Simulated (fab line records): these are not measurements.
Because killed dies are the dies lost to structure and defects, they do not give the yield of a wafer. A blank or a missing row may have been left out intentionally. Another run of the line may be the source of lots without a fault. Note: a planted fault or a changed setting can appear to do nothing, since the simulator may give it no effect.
Split-lot study || flow n5 finfet || 21 wafers read from 7 lots, route of 1938 steps

## SPLIT DETAILS
At N5_BEOL_M15_ILD_DEP_00 (deposits SiO2 from TEOS/O2, target thk 1629.3 nm, time 346.1 s), the setting temp c was moved away from the recipe's 400 C on 9 of the 21 wafers read, by -2.0% to +1.6%. For the rest of the wafers, this setting stayed at what the recipe calls for.

No step appears in the file between the split and the reading.

## THE READING
M15_ILD_THK (nm), taken at N5_BEOL_M15_THK_MEAS_01. Typical for fault-free wafers on this fab line: 1614 nm, with standard deviation 24 nm.

{"wafer": "L075.1", "tool, chamber at the split": "pecvd-04, 0", "temp c as run, C": 400, "against the recipe": "recipe", "M15_ILD_THK, nm": 1597, "against lot-mates on the recipe": "-"}
{"wafer": "L075.4", "tool, chamber at the split": "pecvd-04, 0", "temp c as run, C": 392.2, "against the recipe": "-2.0%", "M15_ILD_THK, nm": 1703, "against lot-mates on the recipe": "+106"}
{"wafer": "L075.5", "tool, chamber at the split": "pecvd-04, 1", "temp c as run, C": 392.2, "against the recipe": "-2.0%", "M15_ILD_THK, nm": 1717, "against lot-mates on the recipe": "+120"}
{"wafer": "L078.1", "tool, chamber at the split": "pecvd-04, 1", "temp c as run, C": 400, "against the recipe": "recipe", "M15_ILD_THK, nm": 1610, "against lot-mates on the recipe": "-"}
{"wafer": "L078.2", "tool, chamber at the split": "pecvd-04, 2", "temp c as run, C": 400, "against the recipe": "recipe", "M15_ILD_THK, nm": 1578, "against lot-mates on the recipe": "-"}
{"wafer": "L078.4", "tool, chamber at the split": "pecvd-04, 2", "temp c as run, C": 400, "against the recipe": "recipe", "M15_ILD_THK, nm": 1613, "against lot-mates on the recipe": "-"}
{"wafer": "L084.2", "tool, chamber at the split": "pecvd-04, 1", "temp c as run, C": 395.9, "against the recipe": "-1.0%", "M15_ILD_THK, nm": 1644, "against lot-mates on the recipe": "+33"}
{"wafer": "L084.3", "tool, chamber at the split": "pecvd-04, 0", "temp c as run, C": 395.9, "against the recipe": "-1.0%", "M15_ILD_THK, nm": 1638, "against lot-mates on the recipe": "+27"}
{"wafer": "L084.5", "tool, chamber at the split": "pecvd-04, 1", "temp c as run, C": 400, "against the recipe": "recipe", "M15_ILD_THK, nm": 1611, "against lot-mates on the recipe": "-"}
{"wafer": "L085.2", "tool, chamber at the split": "pecvd-03, 1", "temp c as run, C": 406.6, "against the recipe": "+1.6%", "M15_ILD_THK, nm": 1539, "against lot-mates on the recipe": -88}
{"wafer": "L085.4", "tool, chamber at the split": "pecvd-03, 1", "temp c as run, C": 406.6, "against the recipe": "+1.6%", "M15_ILD_THK, nm": 1573, "against lot-mates on the recipe": -54}
{"wafer": "L085.6", "tool, chamber at the split": "pecvd-03, 2", "temp c as run, C": 400, "against the recipe": "recipe", "M15_ILD_THK, nm": 1627, "against lot-mates on the recipe": "-"}
{"wafer": "L089.1", "tool, chamber at the split": "pecvd-01, 2", "temp c as run, C": 404.7, "against the recipe": "+1.2%", "M15_ILD_THK, nm": 1548, "against lot-mates on the recipe": -94}
{"wafer": "L089.4", "tool, chamber at the split": "pecvd-01, 0", "temp c as run, C": 400, "against the recipe": "recipe", "M15_ILD_THK, nm": 1647, "against lot-mates on the recipe": "-"}
{"wafer": "L089.5", "tool, chamber at the split": "pecvd-01, 1", "temp c as run, C": 400, "against the recipe": "recipe", "M15_ILD_THK, nm": 1636, "against lot-mates on the recipe": "-"}
{"wafer": "L096.1", "tool, chamber at the split": "pecvd-01, 0", "temp c as run, C": 400, "against the recipe": "recipe", "M15_ILD_THK, nm": 1608, "against lot-mates on the recipe": "-"}
{"wafer": "L096.2", "tool, chamber at the split": "pecvd-01, 1", "temp c as run, C": 405.5, "against the recipe": "+1.4%", "M15_ILD_THK, nm": 1539, "against lot-mates on the recipe": -66}
{"wafer": "L096.3", "tool, chamber at the split": "pecvd-01, 2", "temp c as run, C": 400, "against the recipe": "recipe", "M15_ILD_THK, nm": 1603, "against lot-mates on the recipe": "-"}
{"wafer": "L097.2", "tool, chamber at the split": "pecvd-01, 0", "temp c as run, C": 400, "against the recipe": "recipe", "M15_ILD_THK, nm": 1593, "against lot-mates on the recipe": "-"}
{"wafer": "L097.4", "tool, chamber at the split": "pecvd-01, 0", "temp c as run, C": 400, "against the recipe": "recipe", "M15_ILD_THK, nm": 1633, "against lot-mates on the recipe": "-"}
{"wafer": "L097.6", "tool, chamber at the split": "pecvd-01, 1", "temp c as run, C": 392.3, "against the recipe": "-1.9%", "M15_ILD_THK, nm": 1731, "against lot-mates on the recipe": "+118"}

THE FIT
A straight line over all 21 wafers: M15_ILD_THK changes by -46.4 nm for each +1% of temp c; r = -0.93; the points scatter about the line by 20 nm.
The same after taking each lot's own level away (the mean of its wafers on the recipe; 21 wafers): -52.7 nm for each +1%; r = -0.96; scatter 17 nm.
Per that fit: largest temp c move, reading shift of 1e+02 nm.
The span of the lots' own levels, 1597.0 to 1641.5 nm, comes to 1.9 times the standard deviation stated above.
In other words, the slope is changed by the lot-to-lot level; the two fits disagree.
Check: with one of the wafers moved furthest among these (-2.0%) left out of the fit, the line predicts +102 nm for it against its lot-mates. It came out at +106 nm against them.

## OTHER SPLITS ON THESE WAFERS
Note: prior to the reading, these wafers also went through further splits. Each is held against what the fit with the lots' levels taken away leaves over:
{"other split on the same wafers": "N5_BEOL_M10_COAT_05 spin rpm", "wafers away from the commonest value": 7, "r with M15_ILD_THK (lot level and that fit taken away)": -0.05}
{"other split on the same wafers": "N5_BEOL_M10_COAT_22 spin rpm", "wafers away from the commonest value": 7, "r with M15_ILD_THK (lot level and that fit taken away)": "+0.10"}
{"other split on the same wafers": "N5_BEOL_M10_EXPOSE_25 dose mj", "wafers away from the commonest value": 5, "r with M15_ILD_THK (lot level and that fit taken away)": "+0.12"}
{"other split on the same wafers": "N5_BEOL_M11_COAT_22 spin rpm", "wafers away from the commonest value": 7, "r with M15_ILD_THK (lot level and that fit taken away)": "+0.16"}
{"other split on the same wafers": "N5_BEOL_M12_COAT_04 spin rpm", "wafers away from the commonest value": 8, "r with M15_ILD_THK (lot level and that fit taken away)": -0.24}
{"other split on the same wafers": "N5_BEOL_M12_DESCUM_15 time s", "wafers away from the commonest value": 4, "r with M15_ILD_THK (lot level and that fit taken away)": "+0.18"}

## THE WHOLE CHAIN: every reading that the file lists as answering this split, in the file's order
{"step": "N5_BEOL_M15_ILD_DEP_00", "what it does": "deposits SiO2 from TEOS/O2, target thk 1629.3 nm, time 346.1 s", "reading": "SiO2_of_BEOL_M15_ILD_DEP_00.thk nm (the simulator's own value, which no gauge read)", "change (the file's fit)": "-54.7 nm for each +1% of the setting", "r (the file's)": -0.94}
{"step": "N5_BEOL_M15_THK_MEAS_01", "what it does": "", "reading": "M15_ILD_THK", "change (the file's fit)": "-54.6 for each +1% of the setting", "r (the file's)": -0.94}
{"step": "N5_BEOL_M15_VIA_ETCH_16", "what it does": "etches SiO2 in C4F8/O2/Ar, target depth 1792.2 nm", "reading": "etch.depth nm (the simulator's own value, which no gauge read)", "change (the file's fit)": "-54.8 nm for each +1% of the setting", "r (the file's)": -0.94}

## THE FILE'S OWN FIT
M15_ILD_THK changes by -54.6 nm for each +1% of temp c, r = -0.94.
